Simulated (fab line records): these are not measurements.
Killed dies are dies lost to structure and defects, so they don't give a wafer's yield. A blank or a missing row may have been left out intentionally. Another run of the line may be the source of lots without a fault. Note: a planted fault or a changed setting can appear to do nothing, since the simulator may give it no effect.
One fault seen from 2 desks ; flow n5_finfet ; numbers are kept per desk, each desk with only its own; the story behind them comes last

DESK OF THE TOOL OWNER: cvd_co-01
The tool's own readings at N5_BEOL_M9_CVD_78 (deposits Co from CCTBA/H2, target thk 2 nm, time 138.9 s): means of the sampled wafers that have a number, for each lot that ran on this tool. If a lot's mean is further than 4 standard deviations from the usual mean, the lot is out of limits and carries the mark OUT (the distance appears in the brackets).
Columns: A = run_length_s at N5_BEOL_M9_CVD_78, usual 162.2 s
lot;first seen here;A
L614;day 9 21:00;162.2
L615;day 10 00:08;162.5
L617;day 10 09:42;162.1
L621;day 11 03:52;161.9
L623;day 12 10:49;162.1
L628;day 13 09:59;204.6 (+94) OUT
L629;day 13 10:18;204.7 (+94) OUT
This desk's finding: out of limits on L628, L629; first on L628, day 13 09:59 (run_length_s at N5_BEOL_M9_CVD_78). L614, L615, L617, L621, L623 stayed within limits.

AT THE METROLOGY DESK
What the gauges read for every lot (on any tool): the sampled wafers with a number, averaged. If a lot's mean is further than 4 standard deviations from the usual mean, the lot is out of limits and carries the mark OUT (the distance appears in the brackets).
Columns: A = cd_nm at N5_BEOL_M9_CD_MEAS_18, usual 70.1 nm; B = M9_THK at N5_BEOL_M9_THK_MEAS_53, usual 137.3 nm
lot;first seen here;A;B
L613;day 9 16:28;70.3;137.3
L614;day 9 16:30;70.5;135.7
L615;day 9 21:49;70.5;138.4
L617;day 10 07:18;69.9;137.7
L619;day 10 13:13;70.0;139.1
L618;day 10 13:38;70.4;135.4
L620;day 10 17:11;70.4;139.6
L621;day 10 23:23;70.1;137.8
L623;day 12 07:07;70.6;138.2
L628;day 13 06:01;69.4;137.2
L629;day 13 07:10;69.4;138.3
L635;day 16 00:27;69.7;138.3
This desk's verdict: no lot among the 12 shows anything out of limits.

BROUGHT TOGETHER
At day 13 09:59, on L628, L629, the tool owner's desk was in a position to raise an alarm.
Nothing out of limits was seen by the metrology desk.
The metrology desk has L628, L629 on record, within its limits.
All the named lots went through N5_BEOL_M9_CVD_78 on cvd_co-01.

WHAT THE SIMULATOR HAD PUT IN
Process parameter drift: cvd_co-01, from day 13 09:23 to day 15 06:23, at N5_BEOL_M9_CVD_78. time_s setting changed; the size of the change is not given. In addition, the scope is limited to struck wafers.
Lots struck among those shown: L628, L629.
Each desk's first reading out of limits, in hours after the fault started: the tool owner's desk, 1.
